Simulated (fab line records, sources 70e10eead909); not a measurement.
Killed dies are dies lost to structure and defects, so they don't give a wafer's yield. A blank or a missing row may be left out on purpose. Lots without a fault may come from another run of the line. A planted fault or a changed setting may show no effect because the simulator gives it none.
Problem report in the 8D (eight disciplines) form, filled by code | flow nand_harc | the parts of the form that need people (team, actions taken, sign-off) are left out

1. THE PROBLEM
killed_at_periphery at NHARC_END_SORT_01 reads a mean of 72.2 on 6 wafers of 2 lots; wafers without a fault read 3.8 with a standard deviation of 2.8. That is +24 standard deviations from the usual mean.
First seen on wafer L408.1, day 23 19:11, on prober-01. The record holds 12 wafers of 4 lots with a number at this step. Rule for "out", or "out of limits": more than 4 standard deviations from the usual mean. The other wafers with a number count as sound.

2. WHAT IT IS AND WHAT IT IS NOT
question                    | is                                  | is not
which readings at this step | killed_at_periphery, sort_bin_3_pct | killed_at_array, killed_at_other, killed_open, killed_short
which lots                  | L408, L409                          | L396, L398
which wafers of those lots  | all that have a number              | -
read on which gauges        | prober-01, prober-02                | -
when                        | from day 23 19:11                   | up to then (6 sound wafers)

3. SUSPECTS, AND WHAT RULES EACH OUT
Counting: a tool at a process step up to the reading stays a suspect if it ran every lot that is out and no sound lot after the first of them.
- the gauge at NHARC_END_SORT_01: ruled out. The wafers that are out were read on 2 gauges (prober-01, prober-02).
- rie_diel-05 at NHARC_P_BONDPAD_ETCH_37 (etches the open film in N2/H2, target depth 60 nm, overetch 18 nm, time 65.91 s): kept. It ran every lot that is out, first L408 (day 10 22:05), and no sound lot after that; its last sound lot up to then is L396 (day 8 05:13).
- rie_diel-11 at NHARC_HYBRID_BOND_ACTIVATE_00 (chemistry N2, time 60 s): kept. It ran every lot that is out, first L408 (day 22 14:49), and no sound lot after that; its last sound lot up to then is L396 (day 20 04:56).
Left after counting: rie_diel-05 at NHARC_P_BONDPAD_ETCH_37, rie_diel-11 at NHARC_HYBRID_BOND_ACTIVATE_00.

4. THE CAUSE (what the simulator had put in)
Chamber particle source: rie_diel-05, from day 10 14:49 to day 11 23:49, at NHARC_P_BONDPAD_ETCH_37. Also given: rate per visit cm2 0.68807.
Counting left 2 suspects, and this tool is among them.

5. THE CHAIN OF EFFECTS, in route order
Each row: a reading whose mean over the struck wafers that have a number lies more than 3 standard deviations from the usual. Only readings for which the record gives a usual standard deviation are gone through. hours: the time from each lot's start at the first step in this table that gives one to its start at this step, as a median over the lots. sigmas: the change in usual standard deviations.
hours | step              | reading              | usual  | on struck wafers | change | sigmas
0     | NHARC_END_SORT_01 | defect_limited_yield | 95.1 % | 84.7             | -10.4  | -5.8
0     | NHARC_END_SORT_01 | killed_at_periphery  | 3.8    | 72.2             | +68.4  | +24
0     | NHARC_END_SORT_01 | killed_dies          | 33     | 103              | +70    | +5.9
0     | NHARC_END_SORT_01 | sort_bin_2_pct       | 1.5 %  | 6.4              | +4.9   | +6.9
0     | NHARC_END_SORT_01 | sort_bin_3_pct       | 0.28 % | 2.68             | +2.40  | +10
0     | NHARC_END_SORT_01 | sort_n_pass          | 644    | 574              | -70    | -5.9
0     | NHARC_END_SORT_01 | sort_yield_pct       | 95.1 % | 84.7             | -10.4  | -5.8

6. WHAT WOULD HAVE CAUGHT IT SOONER
In this record the first reading out of limits at a measuring or inspecting step was taken at day 23 19:11, 316 hours after the fault began at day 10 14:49.
Of the tool readings at NHARC_P_BONDPAD_ETCH_37 for which the record gives a usual standard deviation, none was out on any struck wafer, so an alarm limit of 4 standard deviations on them would not have fired.
All the lots that are out (2) had begun NHARC_P_BONDPAD_ETCH_37 on rie_diel-05 by day 23 19:11. A hold on the tool at that time would have spared none of them.
